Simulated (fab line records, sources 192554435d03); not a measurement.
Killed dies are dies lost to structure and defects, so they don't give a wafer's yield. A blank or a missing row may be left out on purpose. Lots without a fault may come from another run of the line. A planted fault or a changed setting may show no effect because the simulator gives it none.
fab line records | flow n5_finfet
record lots=10 wafers=30 last_day=18
route steps=1938 shown BEOL_M7@1263 PASSIVATION@1936
lots that met no fault: from a run of the same line without faults
start_h: hours from the record's first day to the start of the lot's first wafer shown | wait_h: hours since the lot's step before | " the same as in the row above | L1.1+2: a row that stands for several wafers | - no value, or no start given | * or withheld: withheld | < > ~ a bound
route shown NAME@n: a module of which the file shows steps, and the number in the route of the first | usual: mean/standard deviation of fault-free wafers | same: alike in all rows | chamber/n: place in a boat | sites: the reading at each site | _std_site: their standard deviation | _edge_site: outer sites' mean less inner sites' | radius_mm: how far each site lies from the wafer's centre | mask NAME#n: copy n | behind: the tool/chamber that last shaped the wafer | hold: why the lot was held/for how many hours/how that ended | device: the transistor (n, p or np) that didn't switch | end of line: the same wafers' tests at the end of the route | a step without rows: its recipe alone | killed: dies lost to structure and defects at the first sort, not the wafer's yield | map: a wafer's dies, x killed, . not, _ none there
set.NAME: the setting as run; set.NAME@STEP: as run at that earlier step | model.NAME: the simulator's own value behind a step, which no gauge read
steps of the route over a sample of lots; a table a step, a row a wafer
services: from which hour (start_h, from the record's first day; less than 0 if before it) a tool's chamber was out of use, for how many hours, and why
## steps
# step N5_BEOL_M7_ILD_DEP_00
# recipe material=SiCOH_lowk target_thk_a=1797.5 temp_c=300 precursor=DEMS/porogen pressure_torr=5 rf_w=500 time_s=33.4
# usual heater_power_w=310/42 showerhead_plenum_p_Torr=5.747/0.017 throttle_valve_pct=13.9/0.92
# same time_s=33.4
# columns lot.wafer tool chamber start_h wait_h heater_power_w showerhead_plenum_p_Torr since_wet_clean_h throttle_valve_pct
L277.2 pecvd-01 2 207.71 0.0 368 5.745 133 12.4
L277.5 " 2 " " 365 5.736 - 12.4
L277.6 " 1 " " 263 5.751 - 15.3
L279.1 pecvd-03 1 222.90 0.0 293 5.774 270 14.1
L279.2 " 0 " " 355 5.734 746 13.1
L279.5 " 1 " " 310 5.770 - 14.1
L281.1 pecvd-01 2 226.61 0.0 325 5.752 152 12.5
L281.4 " 0 " " 316 5.775 - 15.3
L281.6 " 1 " " 250 5.743 - 15.1
L284.2 pecvd-03 2 236.67 0.0 293 5.747 5 13.0
L284.5 " 2 " " 294 5.737 - 12.7
L284.6 " 0 " " 378 5.723 - 13.5
L287.1 pecvd-01 0 259.08 0.0 315 5.754 963 15.6
L287.3 " 1 " " 269 5.760 1688 15.2
L287.6 " 0 " " 326 5.763 - 15.5
L286.1 pecvd-01 1 262.74 0.0 235 5.743 1692 15.2
L286.3 " 0 " " 302 5.781 967 15.4
L286.4 " 1 " " 231 5.755 - 15.1
L295.4 pecvd-03 0 303.34 0.1 377 5.738 - 13.1
L295.5 " 2 " " 289 5.723 - 13.0
L295.6 " 1 " " 318 5.772 - 14.4
L294.1 pecvd-03 0 304.98 0.0 350 5.734 828 13.6
L294.5 " 1 " " 372 5.768 - 14.4
L294.6 " 0 " " 358 5.718 - 13.7
L297.2 pecvd-03 2 323.41 0.0 296 5.733 92 12.9
L297.4 " 0 " " 345 5.739 - 13.5
L297.6 " 1 " " 313 5.777 - 14.3
L300.4 pecvd-01 0 338.22 0.1 325 5.764 - 15.6
L300.5 " 2 " " 305 5.758 - 12.5
L300.6 " 1 " " 233 5.744 - 15.2
# step N5_BEOL_M7_PECVD_70
# recipe material=SiO2 target_thk_a=200 temp_c=400 precursor=TEOS/O2 pressure_torr=5.5 rf_w=450 teos_flow_sccm=53.8 gas=O2 flow_sccm=3000 time_s=22.7
# usual heater_power_w=712/72 showerhead_plenum_p_Torr=8.81/0.07 throttle_valve_pct=22.5/1.4
# same time_s=22.7
# columns lot.wafer tool chamber start_h wait_h heater_power_w showerhead_plenum_p_Torr since_wet_clean_h throttle_valve_pct
L277.2 pecvd-04 2 208.32 0.0 813 8.77 509 22.9
L277.5 " 0 " " 759 8.85 - 23.0
L277.6 " 1 " " 745 8.73 - 23.3
L279.1 pecvd-04 2 223.54 0.0 776 8.79 524 22.9
L279.2 " 1 " " 742 8.74 2015 23.1
L279.5 " 1 " " 748 8.73 - 23.1
L281.1 pecvd-01 2 227.22 0.0 764 8.83 153 20.1
L281.4 " 1 " " 613 8.87 - 24.2
L281.6 " 0 " " 660 8.86 - 24.8
L284.2 pecvd-03 0 237.29 0.0 746 8.77 760 21.5
L284.5 " 2 " " 678 8.73 - 20.7
L284.6 " 0 " " 742 8.79 - 21.7
L287.1 pecvd-04 0 260.18 0.0 624 8.84 1327 23.0
L287.3 " 2 " " 694 8.76 561 22.9
L287.6 " 1 " " 677 8.73 - 23.0
L286.1 pecvd-01 1 265.21 0.0 629 8.86 1694 24.3
L286.3 " 2 " " 771 8.82 191 20.1
L286.4 " 2 " " 754 8.82 - 20.3
L295.4 pecvd-03 0 304.42 0.1 807 8.77 - 21.8
L295.5 " 2 " " 593 8.73 - 20.8
L295.6 " 1 " " 837 8.95 - 23.0
L294.1 pecvd-04 1 305.82 0.0 705 8.76 2097 23.4
L294.5 " 0 " " 672 8.85 - 23.0
L294.6 " 1 " " 702 8.74 - 23.2
L297.2 pecvd-01 1 324.02 0.0 674 8.84 1753 24.6
L297.4 " 0 " " 660 8.88 - 25.0
L297.6 " 1 " " 534 8.87 - 24.5
L300.4 pecvd-03 2 338.83 0.1 637 8.73 - 21.0
L300.5 " 0 " " 751 8.75 - 21.7
L300.6 " 1 " " 684 8.96 - 23.2
# step N5_BEOL_M7_CD_MEAS_11
# recipe target_cd_nm=38.5 landing_energy_ev=500 detector=se_inlens polarity=opening
# usual cd_nm=38.6/0.47
# same landing_energy_ev=500
# columns lot.wafer tool chamber start_h wait_h cd_nm
L277.2 cd_sem-02 0 209.81 - 39.1
L277.5 " 0 " " 37.7
L277.6 " 0 " " 39.2
L279.1 cd_sem-01 0 224.89 - 38.4
L279.2 " 0 " " 38.7
L279.5 " 0 " " 38.3
L281.1 cd_sem-03 0 228.82 - 38.8
L281.4 " 0 " " 38.2
L281.6 " 0 " " 38.4
L284.2 cd_sem-01 0 240.09 - 38.8
L284.5 " 0 " " 38.3
L284.6 " 0 " " 38.5
L287.1 cd_sem-01 0 261.18 - 38.5
L287.3 " 0 " " 39.8
L287.6 " 0 " " 39.4
L286.1 cd_sem-02 0 267.10 - 39.1
L286.3 " 0 " " 38.2
L286.4 " 0 " " 38.3
L295.4 cd_sem-03 0 305.49 - 38.0
L295.5 " 0 " " 38.3
L295.6 " 0 " " 37.8
L294.1 cd_sem-03 0 307.06 - 39.2
L294.5 " 0 " " 39.6
L294.6 " 0 " " 38.4
L297.2 cd_sem-03 0 325.95 - 39.3
L297.4 " 0 " " 39.1
L297.6 " 0 " " 38.3
L300.4 cd_sem-03 0 340.76 - 38.8
L300.5 " 0 " " 38.5
L300.6 " 0 " " 39.4
# step N5_BEOL_M7_ETCH_61
# recipe chemistry=CF4 target=SiARC target_depth_a=455 mask_material=CAR-ArF time_s=75.8 ion_energy_ev=80 pressure_mtorr=40 source_w=545 bias_w=36 Ar_flow_sccm=100 cf4_flow_sccm=100 ends=cleared
# usual drypump_motor_current_A=5.8/0.38 etch_rf_on_time_s=77.3/2.7 mfc_ar_sccm=100.04/0.3 oes_product_au=0.66/0.077 rf_fwd_power_W=539.6/1.8 rf_vpp_V=184.0/1.2 showerhead_plenum_p_Torr=2.14/0.059 throttle_valve_pct=15.66/0.29
# columns lot.wafer tool chamber start_h wait_h drypump_motor_current_A etch_rf_on_time_s mfc_ar_sccm oes_product_au rf_fwd_power_W rf_hours_counter_h rf_vpp_V showerhead_plenum_p_Torr throttle_valve_pct
L277.2 rie_diel-03 3 209.93 0.0 6.3 79.4 100.26 0.80 538.0 7 183.2 2.18 15.08
L277.5 " 2 " " 5.7 74.2 99.98 0.70 536.3 - 183.9 2.09 15.47
L277.6 " 3 " " 6.3 79.9 99.54 0.79 536.4 - 184.5 2.18 15.09
L279.1 rie_diel-03 1 225.02 0.0 5.7 79.7 99.95 0.58 537.9 214 185.1 2.21 15.84
L279.2 " 3 " " 6.3 79.3 99.96 0.78 539.7 12 184.4 2.18 15.11
L279.5 " 2 " " 5.7 73.4 100.14 0.70 540.1 - 182.7 2.09 15.47
L281.1 rie_diel-03 2 228.94 0.0 5.7 73.6 100.06 0.70 540.4 86 182.9 2.09 15.47
L281.4 " 2 " " 5.7 73.6 99.72 0.69 538.8 - 182.6 2.09 15.47
L281.6 " 1 " " 5.7 79.8 100.01 0.58 539.9 - 185.1 2.21 15.85
L284.2 rie_diel-06 2 240.24 0.0 5.5 73.5 100.32 0.69 541.4 98 182.4 2.07 15.56
L284.5 " 0 " " 5.4 75.9 100.29 0.60 537.3 - 184.0 2.13 16.11
L284.6 " 1 " " 5.3 81.0 100.59 0.61 541.6 - 184.3 2.14 15.67
L287.1 rie_diel-06 0 261.30 0.0 5.4 75.1 100.21 0.60 539.5 211 181.8 2.13 16.11
L287.3 " 1 " " 5.3 80.2 100.32 0.61 540.1 165 183.9 2.14 15.67
L287.6 " 2 " " 5.5 74.2 100.45 0.68 540.7 - 183.7 2.07 15.60
L286.1 rie_diel-03 0 267.77 0.0 6.2 74.8 100.27 0.82 537.4 6 185.0 2.18 15.50
L286.3 " 1 " " 5.7 81.1 99.94 0.56 537.1 226 184.0 2.21 15.87
L286.4 " 3 " " 6.3 80.2 100.04 0.75 540.2 25 184.8 2.17 15.13
L295.4 rie_diel-03 1 305.77 0.0 5.7 66.8 100.53 0.63 668.0 237 171.6 2.20 15.89
L295.5 " 1 " " 5.7 66.5 100.09 0.63 667.0 - 171.5 2.20 15.90
L295.6 " 2 " " 5.7 60.7 100.01 0.76 669.6 - 169.0 2.09 15.51
L294.1 rie_diel-03 1 307.28 0.0 5.7 66.2 100.40 0.62 668.5 237 170.8 2.20 15.88
L294.5 " 3 " " 6.3 65.3 99.76 0.81 666.7 - 170.2 2.17 15.17
L294.6 " 0 " " 6.2 60.3 99.94 0.90 673.4 - 171.6 2.18 15.52
L297.2 rie_diel-06 1 326.08 0.0 5.3 79.2 100.04 0.60 538.8 184 182.5 2.14 15.71
L297.4 " 1 " " 5.3 80.0 99.55 0.59 541.0 - 183.7 2.14 15.70
L297.6 " 3 " " 6.0 78.9 100.09 0.58 542.0 - 182.1 2.02 15.98
L300.4 rie_diel-04 0 341.24 0.0 6.1 79.3 100.67 0.68 538.5 117 182.3 2.15 15.26
L300.5 " 2 " " 6.4 75.1 100.25 0.78 541.0 - 184.7 2.17 15.49
L300.6 " 3 " " 5.3 78.1 99.58 0.59 538.8 - 184.7 2.19 16.02
# step N5_PASSIVATION_PROBE_49
# usual defect_limited_yield=91.2/1.5 killed_at_M0_to_M3=33/9.6 killed_at_M4_up=14/5.6 killed_at_contacts=14/5.5 killed_at_front_end=40/13 killed_at_other=4/3 killed_dies=104/17 killed_open=68/13 killed_short=33/7.2 sort_bin_4_leakage=0.00/0.014 sort_bin_5_function=5.2/0.95 sort_bin_6_memory=3.3/0.62 sort_n_pass=1076/17 sort_yield_pct=91.2/1.5
# same gross_dies=1180 killed_at_back_side=0 sort_bin_8_speed[%]=0
# columns lot.wafer tool chamber start_h wait_h defect_limited_yield[%] killed_at_M0_to_M3 killed_at_M4_up killed_at_contacts killed_at_front_end killed_at_other killed_dies killed_open killed_short sort_bin_4_leakage[%] sort_bin_5_function[%] sort_bin_6_memory[%] sort_n_pass sort_yield_pct[%]
L281.1 prober-01 - 315.08 0.0 91.1 24 17 5 57 2 105 73 28 0 5.3 3.2 1075 91.1
L281.4 prober-01 - 315.23 0.2 88.8 40 17 16 57 2 132 87 41 0 7.6 3.2 1048 88.8
L281.6 prober-01 - 315.33 0.3 88.5 63 19 5 47 2 136 99 30 0 6.4 4.3 1044 88.5
L295.4 prober-01 - 393.99 0.2 90.1 38 16 13 50 0 117 68 46 0 6.3 3.3 1063 90.1
L295.5 prober-01 - 394.04 0.2 89.2 63 12 12 37 3 127 86 40 0 6.3 4.1 1053 89.2
L295.6 prober-01 - 394.09 0.3 91.0 37 7 21 41 0 106 63 37 0 5.6 2.7 1074 91.0
# killed by level:class
L281.1 STI_FIN_REVEAL:geometric_particle:open=16 BEOL_M4:geometric_particle:open=10 DUMMY_GATE:geometric_particle:open=8 FIN_SAQP:geometric_particle:open=7 BEOL_M0_SAQP:geometric_particle:open=6 STARTING-WAFER:geometric_particle:open=6 STI_FIN_REVEAL:geometric_particle:short=5 BEOL_M1:geometric_particle:open=5
L281.4 FIN_SAQP:geometric_particle:open=17 BEOL_M2:geometric_particle:open=15 FIN_SAQP:geometric_particle:short=12 MOL_CONTACT_COAG:geometric_particle:open=11 STI_FIN_REVEAL:geometric_particle:open=9 BEOL_M0_SAQP:geometric_particle:short=9 BEOL_M4:geometric_particle:open=7 BEOL_M0_SAQP:geometric_particle:open=6
L281.6 STI_FIN_REVEAL:geometric_particle:open=17 BEOL_M1:geometric_particle:open=16 FIN_SAQP:geometric_particle:open=11 BEOL_M0_SAQP:geometric_particle:short=11 BEOL_M0_SAQP:geometric_particle:open=11 BEOL_M4:geometric_particle:open=10 BEOL_M2:geometric_particle:open=10 BEOL_M3:geometric_particle:open=6
L295.4 BEOL_M0_SAQP:geometric_particle:short=12 STI_FIN_REVEAL:geometric_particle:open=11 MOL_CONTACT_COAG:geometric_particle:open=11 FIN_SAQP:geometric_particle:short=8 BEOL_M4:geometric_particle:open=8 BEOL_M2:geometric_particle:open=6 GATE_CUT:geometric_particle:short=5 GATE_CUT:geometric_particle:open=5
L295.5 BEOL_M0_SAQP:geometric_particle:open=22 BEOL_M0_SAQP:geometric_particle:short=17 BEOL_M2:geometric_particle:open=13 MOL_CONTACT_COAG:geometric_particle:open=10 FIN_SAQP:geometric_particle:short=8 BEOL_M4:geometric_particle:open=7 STI_FIN_REVEAL:geometric_particle:open=6 DUMMY_GATE:geometric_particle:open=6
L295.6 MOL_CONTACT_COAG:geometric_particle:open=17 BEOL_M0_SAQP:geometric_particle:short=12 BEOL_M0_SAQP:geometric_particle:open=9 BEOL_M2:geometric_particle:open=6 STI_FIN_REVEAL:geometric_particle:open=6 GATE_CUT:geometric_particle:short=6 DUMMY_GATE:geometric_particle:open=5 HKMG_FIN:area_etch=5
## services
# columns tool chamber start_h hours kind
pecvd-03 - 186.52 0.8 repair
pecvd-03 2 202.38 - clean
pecvd-03 2 202.38 - consumable_replace:showerhead
pecvd-03 2 202.38 29.0 scheduled_down
pecvd-03 2 202.38 29.0 vent_cycle
rie_diel-06 0 211.47 8.5 repair
pecvd-01 0 221.01 1.7 repair
rie_diel-03 0 224.48 - clean
rie_diel-03 0 224.48 - consumable_replace:focus_ring
rie_diel-03 0 224.48 20.7 scheduled_down
rie_diel-03 0 224.48 20.7 vent_cycle
pecvd-01 - 224.83 0.8 repair
pecvd-04 - 227.99 28.1 pm
pecvd-01 2 230.32 2.1 scheduled_down
pecvd-01 - 243.92 14.6 pm
pecvd-03 1 252.32 5.5 scheduled_down
rie_diel-03 - 272.06 0.8 repair
pecvd-04 - 272.95 0.7 repair
pecvd-01 1 289.14 3.5 repair
pecvd-03 0 307.67 5.5 scheduled_down
pecvd-01 - 310.82 0.3 repair
rie_diel-03 3 317.24 8.8 repair
pecvd-04 0 331.85 8.1 repair
rie_diel-04 3 334.18 5.4 repair
## key
first_sign step=N5_BEOL_M7_ETCH_61 reading=rf_fwd_power_W direction=up sigmas=72 usual=* struck=*
effect step=N5_BEOL_M7_ETCH_61 reading=rf_vpp_V direction=down sigmas=11 usual=184.0 struck=170.8
met_at N5_BEOL_M7_ETCH_61
struck_lots L294,L295
not_acting_at N5_BEOL_M7_ILD_DEP_00,N5_BEOL_M7_PECVD_70,N5_BEOL_M7_CD_MEAS_11
onset_between 267.77 305.77
fault kind=process_parameter_drift tool=rie_diel-03 chamber=- onset_h=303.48 steps=N5_BEOL_M7_ETCH_61 channel=source_w offset=130.8 shape=step end_h=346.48 acts_in=these_recipes_only stated=545
